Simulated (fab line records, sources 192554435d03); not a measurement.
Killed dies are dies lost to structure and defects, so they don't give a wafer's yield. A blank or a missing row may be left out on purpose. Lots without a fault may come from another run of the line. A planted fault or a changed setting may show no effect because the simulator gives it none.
Split-lot experiment | flow n5_finfet | 7 lots, 21 wafers read, on a route of 1938 steps

THE SPLIT
At N5_BEOL_M15_TRENCH_ETCH_34 (etches SiO2 in C4F8/O2/Ar, target depth 872.93 nm, time 199 s), the setting bias_w was moved away from the recipe's 2040 W on 3 of the 21 wafers read, by -5.1% to +13.4%. The other wafers ran this setting at the recipe's value.

The reading is taken at the split's own step.

THE READING
rf_vpp_V, in V, at N5_BEOL_M15_TRENCH_ETCH_34 (etches SiO2 in C4F8/O2/Ar, target depth 872.93 nm, time 199 s). Fault-free wafers of this fab line usually give 2207 V, standard deviation 24 V.

wafer  | tool, chamber at the split | bias_w as run, W | against the recipe | rf_vpp_V, V | against lot-mates on the recipe
L074.2 | rie_diel-04, 2             | 2040             | recipe             | 2198        | -
L074.3 | rie_diel-04, 1             | 2040             | recipe             | 2223        | -
L074.5 | rie_diel-04, 3             | 2040             | recipe             | 2252        | -
L076.1 | rie_diel-01, 3             | 2313             | +13.4%             | 2401        | +202
L076.4 | rie_diel-01, 0             | 2040             | recipe             | 2199        | -
L076.6 | rie_diel-01, 0             | 2040             | recipe             | 2199        | -
L077.1 | rie_diel-01, 3             | 2040             | recipe             | 2205        | -
L077.4 | rie_diel-01, 0             | 2040             | recipe             | 2200        | -
L077.6 | rie_diel-01, 0             | 1935             | -5.1%              | 2119        | -84
L081.3 | rie_diel-03, 2             | 2040             | recipe             | 2170        | -
L081.4 | rie_diel-03, 0             | 2040             | recipe             | 2216        | -
L081.5 | rie_diel-03, 1             | 2040             | recipe             | 2174        | -
L092.1 | rie_diel-01, 1             | 2040             | recipe             | 2233        | -
L092.4 | rie_diel-01, 2             | 2040             | recipe             | 2233        | -
L092.6 | rie_diel-01, 1             | 2134             | +4.6%              | 2305        | +72
L094.2 | rie_diel-03, 1             | 2040             | recipe             | 2172        | -
L094.5 | rie_diel-03, 3             | 2040             | recipe             | 2228        | -
L094.6 | rie_diel-03, 0             | 2040             | recipe             | 2216        | -
L097.1 | rie_diel-04, 3             | 2040             | recipe             | 2248        | -
L097.3 | rie_diel-04, 0             | 2040             | recipe             | 2191        | -
L097.5 | rie_diel-04, 2             | 2040             | recipe             | 2193        | -

THE FIT
A straight line over all 21 wafers: rf_vpp_V changes by +15.4 V for each +1% of bias_w; r = +0.91; the points scatter about the line by 24 V.
The same after taking each lot's own level away (the mean of its wafers on the recipe; 21 wafers): +15.3 V for each +1%; r = +0.94; scatter 19 V.
On that fit, the largest move of bias_w shifts the reading by 2e+02 V.
The lots' own levels span 2186.7 to 2233.0 V, that is 1.9 times the standard deviation above.
So the lot-to-lot level changes the slope little: the two slopes agree.
Check: with one of the wafers moved furthest among these (+13.4%) left out of the fit, the line predicts +213 V for it against its lot-mates. It came out at +202 V against them.
Tool readings at the split's step, against how far the setting was moved: rf_vpp_V r = +0.91.

OTHER SPLITS ON THESE WAFERS
These wafers also went through other splits before the reading. Each is held against what the fit with the lots' levels taken away leaves over:
other split on the same wafers    | wafers away from the commonest value | r with rf_vpp_V (lot level and that fit taken away)
N5_BEOL_M11_COAT_59 spin_rpm      | 8                                    | -0.12
N5_BEOL_M12_TRENCH_ETCH_34 time_s | 9                                    | -0.07
N5_BEOL_M12_SPUTTER_44 time_s     | 6                                    | +0.22
N5_BEOL_M13_SPUTTER_43 time_s     | 6                                    | -0.33
N5_BEOL_M14_SPUTTER_43 power_w    | 6                                    | -0.10
N5_BEOL_M15_ETCH_61 time_s        | 6                                    | -0.29

THE FILE'S OWN FIT
rf_vpp_V changes by +15.3 V for each +1% of bias_w, r = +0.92.
